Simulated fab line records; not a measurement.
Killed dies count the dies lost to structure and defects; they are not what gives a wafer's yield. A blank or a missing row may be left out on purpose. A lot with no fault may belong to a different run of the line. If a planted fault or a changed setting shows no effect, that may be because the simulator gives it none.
Which of the tools did it? | flow n5Finfet | 11 lots, 30 wafers sampled, at 4 steps of a route of 1938

WHAT THE GAUGES READ, wafer by wafer
N5_BEOL_M12_OVL_MEAS_29.
lot  | measured     | on         | M12_OVL (nm)
L441 | day 11 13:28 | overlay-02 | 3 2 2
L442 | day 11 19:05 | overlay-02 | -1 5 4
L444 | day 12 14:01 | overlay-02 | 8 5 3
L446 | day 13 00:08 | overlay-01 | -4 -4 0
L447 | day 13 00:28 | overlay-01 | -2 1
L451 | day 14 07:21 | overlay-01 | -8 4
L450 | day 14 07:41 | overlay-01 | -10 -14 -15
L457 | day 14 23:56 | overlay-01 | 24 26 25
L456 | day 15 02:57 | overlay-02 | 6 1
L459 | day 15 08:39 | overlay-01 | 31 22 26
L463 | day 16 21:31 | overlay-01 | -2 -1 4

TOOL THAT RAN EACH LOT (tool first, then ch and the chambers of the sampled wafers, then the start)
lot  | N5_BEOL_M12_VIA_ETCH_16           | N5_BEOL_M12_STRIP_64                | N5_BEOL_M12_EXPOSE_25
L441 | rieDiel-06 ch 0,1, day 11 12:42   | plasmaAsher-02 ch 0,1, day 11 12:57 | krfScanner-02 ch 0, day 11 13:16
L442 | rieDiel-06 ch 1,2,3, day 11 18:19 | plasmaAsher-02 ch 0,1, day 11 18:34 | krfScanner-02 ch 0, day 11 18:52
L444 | rieDiel-06 ch 0,1,3, day 12 13:15 | plasmaAsher-01 ch 0, day 12 13:31   | krfScanner-02 ch 0, day 12 13:49
L446 | rieDiel-05 ch 1,2,3, day 12 23:15 | plasmaAsher-01 ch 0,1, day 12 23:31 | krfScanner-02 ch 0, day 12 23:57
L447 | rieDiel-05 ch 0,1, day 12 23:47   | plasmaAsher-01 ch 0,1, day 12 23:59 | krfScanner-02 ch 0, day 13 00:17
L451 | rieDiel-06 ch 0,3, day 14 06:35   | plasmaAsher-02 ch 0,1, day 14 06:51 | krfScanner-02 ch 0, day 14 07:09
L450 | rieDiel-06 ch 1,2,3, day 14 06:55 | plasmaAsher-02 ch 0, day 14 07:11   | krfScanner-02 ch 0, day 14 07:29
L457 | rieDiel-05 ch 1,2, day 14 23:03   | plasmaAsher-02 ch 0,1, day 14 23:19 | krfScanner-02 ch 0, day 14 23:44
L456 | rieDiel-06 ch 0,1, day 15 02:04   | plasmaAsher-02 ch 0,1, day 15 02:20 | krfScanner-01 ch 0, day 15 02:45
L459 | rieDiel-05 ch 1,2,3, day 15 07:43 | plasmaAsher-02 ch 0,1, day 15 07:59 | krfScanner-02 ch 0, day 15 08:26
L463 | rieDiel-01 ch 1,2,3, day 16 20:37 | plasmaAsher-01 ch 0, day 16 20:53   | krfScanner-01 ch 0, day 16 21:19
- N5_BEOL_M12_VIA_ETCH_16: etches SiOC in C4F8/O2/Ar, target depth 724.8 nm.
- N5_BEOL_M12_STRIP_64: strips in N2/H2.
- N5_BEOL_M12_EXPOSE_25: exposes mask M12.

AS READ BY THE TOOLS THEMSELVES (means over the sampled wafers that have a number; for cases with no such wafer, the mark the record gives instead)
N5_BEOL_M12_VIA_ETCH_16.
lot  | tool       | biasW (W) | drypumpMotorCurrentA (A) | oesProductAu (a.u.) | rfVppV (V) | showerheadPlenumPTorr (Torr) | throttleValvePct (%)
L441 | rieDiel-06 | 698.9     | 5.9                      | 0.63                | 661.7      | 3.30                         | 24.32
L442 | rieDiel-06 | 698.0     | 5.5                      | 0.73                | 666.9      | 3.44                         | 24.14
L444 | rieDiel-06 | 701.0     | 5.5                      | 0.70                | 664.0      | 3.37                         | 24.30
L446 | rieDiel-05 | 699.1     | 6.0                      | 0.76                | 664.8      | 3.36                         | 24.19
L447 | rieDiel-05 | 699.0     | 5.8                      | 0.73                | 664.1      | 3.37                         | 24.07
L451 | rieDiel-06 | 702.7     | 5.2                      | 0.72                | 665.2      | 3.44                         | 24.30
L450 | rieDiel-06 | 700.6     | 5.5                      | 0.80                | 668.6      | 3.56                         | 24.08
L457 | rieDiel-05 | 699.9     | 5.8                      | 0.73                | 662.8      | 3.29                         | 24.27
L456 | rieDiel-06 | 702.0     | 5.8                      | 0.75                | 668.2      | 3.50                         | 24.21
L459 | rieDiel-05 | 699.3     | 6.0                      | 0.74                | 664.1      | 3.35                         | 24.22
L463 | rieDiel-01 | 701.5     | 5.5                      | 0.74                | 665.6      | 3.45                         | 24.21

N5_BEOL_M12_STRIP_64.
lot  | tool           | drypumpMotorCurrentA (A) | h2FlowSccm (sccm) | heaterPowerW (W) | oesProductAu (a.u.) | stripTimeToEndpointS (s)
L441 | plasmaAsher-02 | 5.65                     | 3246              | 368              | 0.712               | 31.24
L442 | plasmaAsher-02 | 5.80                     | 3250              | 368              | 0.709               | 31.22
L444 | plasmaAsher-01 | 5.36                     | 3251              | 299              | 0.715               | 31.42
L446 | plasmaAsher-01 | 5.61                     | 3257              | 329              | 0.716               | 31.19
L447 | plasmaAsher-01 | 5.75                     | 3252              | 341              | 0.713               | 31.23
L451 | plasmaAsher-02 | 5.73                     | 3241              | 368              | 0.708               | 31.27
L450 | plasmaAsher-02 | 5.55                     | 3242              | 363              | 0.711               | 31.29
L457 | plasmaAsher-02 | 5.83                     | 3260              | 364              | 0.716               | 31.31
L456 | plasmaAsher-02 | 5.73                     | 3250              | 370              | 0.716               | 31.20
L459 | plasmaAsher-02 | 5.80                     | 3257              | 363              | 0.714               | 31.30
L463 | plasmaAsher-01 | 5.38                     | 3242              | 299              | 0.716               | 31.26

THE ANSWER, worked out from the rows above alone
Rule: the usual values come from the lots themselves. The widest of any qualifying gaps counts: lots, ordered by their means at a reading, are off when they make up no more than a third of the lots, leave a main group of 4 or more, and stand apart from it by 3 or more times the standard deviation of that group's means. The tables above print the reading to a certain number of digits; a main group whose means all agree to those digits is not used. A lot without any number at a reading at which 4 lots or more have one is off too. Where the step has rows for the other lots, those lots are counted as sound. The gauges are gone through in route order, then the tools' own readings, and for those a lot's mean is taken as printed above. The first step at which some lot is off is used, and at that step the reading that is off furthest; a lot without a number counts as furthest.
Off: L457, L459, at N5_BEOL_M12_OVL_MEAS_29 (M12_OVL). The main group has a mean of -0 nm with a standard deviation of 5.1.
If a tool, at a process step before that reading, ran all the lots that are off and no sound lot after the first of them, it fits. Those tools and the gauges at N5_BEOL_M12_OVL_MEAS_29 are tried in the same way. 2 tools fit, rieDiel-05 at N5_BEOL_M12_VIA_ETCH_16 and krfScanner-02 at N5_BEOL_M12_EXPOSE_25, so this cannot tell which one it is.

WHAT THE SIMULATOR HAD INSERTED
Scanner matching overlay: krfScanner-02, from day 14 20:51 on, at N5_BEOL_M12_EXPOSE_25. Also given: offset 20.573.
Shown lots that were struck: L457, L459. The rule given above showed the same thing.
